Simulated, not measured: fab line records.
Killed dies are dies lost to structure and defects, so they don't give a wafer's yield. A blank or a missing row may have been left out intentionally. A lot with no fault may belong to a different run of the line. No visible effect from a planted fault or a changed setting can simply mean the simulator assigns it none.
Comparing a struck lot with a sound one -- flow nand_harc -- 42 steps out of a route of 1302
Sound: the wafers L171.4, L171.5, L171.6. The struck wafers were L163.2, L163.4, L163.6. The cause is given at the end.
At each step with rows: each side's tool, then ch and its chambers, then its first start. Under that, the readings that differ: sound wafers -- struck wafers -- difference of the means -- sigmas: that difference in standard deviations of wafers without a fault.
alike: words and numbers the same on both sides, and readings whose means are apart by under 2 such deviations; not compared: readings that were withheld, readings missing a value for some wafer, numbers with overlapping values and no deviation given by the record, and bounds like >300 which may hide the same value.
A row with sigmas, a row that says differs or no value, or rows on one side alone: a step with any of these is where the two part. Numbers that have no deviation but don't overlap get no sigmas and don't part them. A reading that every wafer of one side lacks parts them only if that side has two wafers or more.

NHARC_A_CHANNEL_FILL_D1_ALD_02: deposits SiO2, target thk 6 nm, pulse time 10 s, ald cycles 60.
  sound on ald_hk-01 ch 0,1, day 14 13:01; struck on ald_hk-01 ch 0,2, day 11 00:20
  alike: heater_power_w, precursor_pulse_height_rel
then, 7 steps without rows for these wafers: NHARC_A_CHANNEL_FILL_D1_ALD_03 (deposits SiNx, target thk 6 nm, pulse time 60 s, ald cycles 58); NHARC_A_CHANNEL_FILL_D1_ALD_14 (deposits SiO2, target thk 2.5 nm, pulse time 10 s, ald cycles 25); NHARC_A_CHANNEL_FILL_D1_ALD_15 (deposits SiNx, target thk 2 nm, pulse time 60 s, ald cycles 19); NHARC_A_CHANNEL_FILL_D1_ALD_16 (deposits SiO2, target thk 1.5 nm, pulse time 10 s, ald cycles 15); NHARC_A_CHANNEL_FILL_D1_ANNEAL_17 (time 1800 s); NHARC_A_CHANNEL_FILL_D1_CVD_18 (deposits poly-Si, target thk 3 nm); NHARC_A_CHANNEL_FILL_D1_ETCHBACK_19 (etches the open film in HBr/Cl2, target depth 5 nm, time 1.7 s).
NHARC_A_CHANNEL_FILL_D1_ETCHBACK_20: etches the open film in C4F8/O2/Ar, target depth 27 nm, time 13.5 s.
  sound on rie_diel-13 ch 2,3, day 15 15:25; struck on rie_diel-01 ch 0,1, day 12 00:55
  alike: bias_w, oes_product_au, rf_vpp_V
  not compared: rf_hours_counter_h
then, 3 steps without rows for these wafers: NHARC_A_CHANNEL_FILL_D1_STRIP_28 (strips in O2, time 20 s); NHARC_A_CHANNEL_FILL_D1_PRECLEAN_21 (cleans in dHF, time 30 s); NHARC_A_CHANNEL_FILL_D1_SRD_23.
NHARC_A_CHANNEL_FILL_D1_CVD_05: deposits poly-Si, target thk 5 nm.
  sound on lpcvd_poly-04 ch 0, day 15 17:58; struck on lpcvd_poly-04 ch 0, day 12 03:29
then, 1 step without rows for these wafers: NHARC_A_CHANNEL_FILL_D1_ANNEAL_22 (time 7200 s).
NHARC_A_CHANNEL_FILL_D1_THK_MEAS_06: measures by ellipsometry.
  sound on film_metro-02 at day 16 03:10; struck on film_metro-02 at day 12 12:46
reading,sound,struck,difference,sigmas
thk_nm (nm),6.0 4.3 5.1,7.5 6.7 7.5,+2.1,+2
then, 6 steps without rows for these wafers: NHARC_A_CHANNEL_FILL_D1_ALD_25 (deposits SiOx, target thk 60 nm, pulse time 10 s, ald cycles 600); NHARC_A_CHANNEL_FILL_D1_ETCHBACK_08 (etches the open film in C4F8, target depth 220 nm, time 110 s); NHARC_A_CHANNEL_FILL_D1_STRIP_29 (strips in O2, time 20 s); NHARC_A_CHANNEL_FILL_D1_PRECLEAN_30 (cleans in dHF, time 30 s); NHARC_A_CHANNEL_FILL_D1_SRD_31; NHARC_A_CHANNEL_FILL_D1_CVD_09 (deposits poly-Si, target thk 150 nm, time 3000 s).
NHARC_A_CHANNEL_FILL_D1_CMP_10: polishes, target thk 150 nm.
  sound on cmp-02 ch 1,2,3, day 16 14:36; struck on cmp-02 ch 1,3, day 13 00:10
  alike: motor_current_A, time_to_endpoint_s
next, for these wafers, 1 step has no rows: NHARC_A_CHANNEL_FILL_D1_SRD_12.
NHARC_A_CHANNEL_FILL_D1_INSPECT_13:
  sound on defect_inspect-02 at day 16 14:57; struck on defect_inspect-01 at day 13 00:34
  alike: raw_defect_count
NHARC_A_DECK1_JOINT_ETCHBACK_07: etches the open film in HBr, target depth 105 nm, time 26.9 s.
  sound on rie_si-05 ch 0,2,3, day 16 15:02; struck on rie_si-05 ch 0,1,3, day 13 00:38
  alike: bias_w, drypump_motor_current_A, oes_product_au, throttle_valve_pct
  not compared: rf_hours_counter_h
then, 8 steps without rows for these wafers: NHARC_A_DECK1_JOINT_ETCH_25 (etches SiO2 in dHF, target depth 0.5 nm); NHARC_A_DECK1_JOINT_ETCH_19 (etches poly-Si in TMAH, target depth 3 nm); NHARC_A_DECK1_JOINT_ETCH_18 (etches SiO2 in dHF, target depth 3 nm); NHARC_A_DECK1_JOINT_WET_08 (chemistry H3PO4, time 86 s); NHARC_A_DECK1_JOINT_ETCH_09 (etches SiO2 in dHF, target depth 5 nm); NHARC_A_DECK1_JOINT_WET_10 (chemistry H3PO4, time 86 s); NHARC_A_DECK1_JOINT_ETCH_11 (etches SiO2 in dHF, target depth 35 nm); NHARC_A_DECK1_JOINT_CVD_12 (deposits poly-Si, target thk 90 nm, time 1800 s).
NHARC_A_DECK1_JOINT_CMP_13: polishes, target thk 51.023 nm.
  sound on cmp-04 ch 2,3, day 17 01:20; struck on cmp-04 ch 0,1,2, day 13 11:03
  alike: motor_current_A, time_to_endpoint_s
NHARC_A_DECK1_JOINT_THK_MEAS_14: measures by ellipsometry.
  sound on film_metro-01 at day 17 01:35; struck on film_metro-02 at day 13 11:17
  alike: thk_nm
then, 5 steps without rows for these wafers: NHARC_A_DECK1_JOINT_SRD_04; NHARC_A_DECK1_JOINT_ETCHBACK_00 (etches the open film in HBr, target depth 30 nm, time 17.4 s); NHARC_A_DECK1_JOINT_PRECLEAN_30 (cleans in SC1); NHARC_A_DECK1_JOINT_SRD_31; NHARC_A_DECK1_JOINT_CVD_34 (deposits SiNx, target thk 20 nm).
-- jump in the record: it breaks off in module A_DECK1_JOINT and resumes in module END (first step shown: number 1301 of the route), and 12 days separate the struck wafers' starts before and after --
NHARC_END_WLT_00:
  sound on prober-02 at day 30 10:32; struck on prober-01 at day 25 17:17
reading,sound,struck,difference,sigmas
VT_DECK1_BOTTOM,0.867 0.872 0.859,0.948 0.953 0.951,+0.085,+11
VT_DECK1_BOTTOM_INNER,0.864 0.863 0.870,0.953 0.954 0.953,+0.088,+11
VT_DECK1_MEDIAN_NEAR_BOTTOM,0.878 0.868 0.864,0.953 0.957 0.952,+0.084,+12
VT_DECK1_MEDIAN_NEAR_BOTTOM_INNER,0.875 0.875 0.872,0.961 0.958 0.961,+0.086,+11
VT_DECK1_MIDDLE,0.882 0.879 0.885,0.979 0.977 0.964,+0.091,+12
VT_DECK1_MIDDLE_INNER,0.884 0.880 0.873,0.971 0.980 0.967,+0.094,+12
VT_DECK1_TOP,0.892 0.896 0.886,0.993 0.992 0.993,+0.101,+12
VT_DECK1_TOP_INNER,0.892 0.894 0.895,0.987 0.991 0.993,+0.097,+11
  alike: VT_DECK2_BOTTOM, VT_DECK2_BOTTOM_INNER, VT_DECK2_MEDIAN_NEAR_BOTTOM, VT_DECK2_MEDIAN_NEAR_BOTTOM_INNER, VT_DECK2_MIDDLE, VT_DECK2_MIDDLE_INNER, VT_DECK2_TOP, VT_DECK2_TOP_INNER
NHARC_END_SORT_01:
  at this point the record logs the struck wafers (prober-01 ch 0, day 25 20:37) and has no rows for the sound ones

## WHERE THEY PART
At NHARC_A_CHANNEL_FILL_D1_THK_MEAS_06 first; at NHARC_END_SORT_01 last (within this record only).

WHY: whatever the simulator had introduced
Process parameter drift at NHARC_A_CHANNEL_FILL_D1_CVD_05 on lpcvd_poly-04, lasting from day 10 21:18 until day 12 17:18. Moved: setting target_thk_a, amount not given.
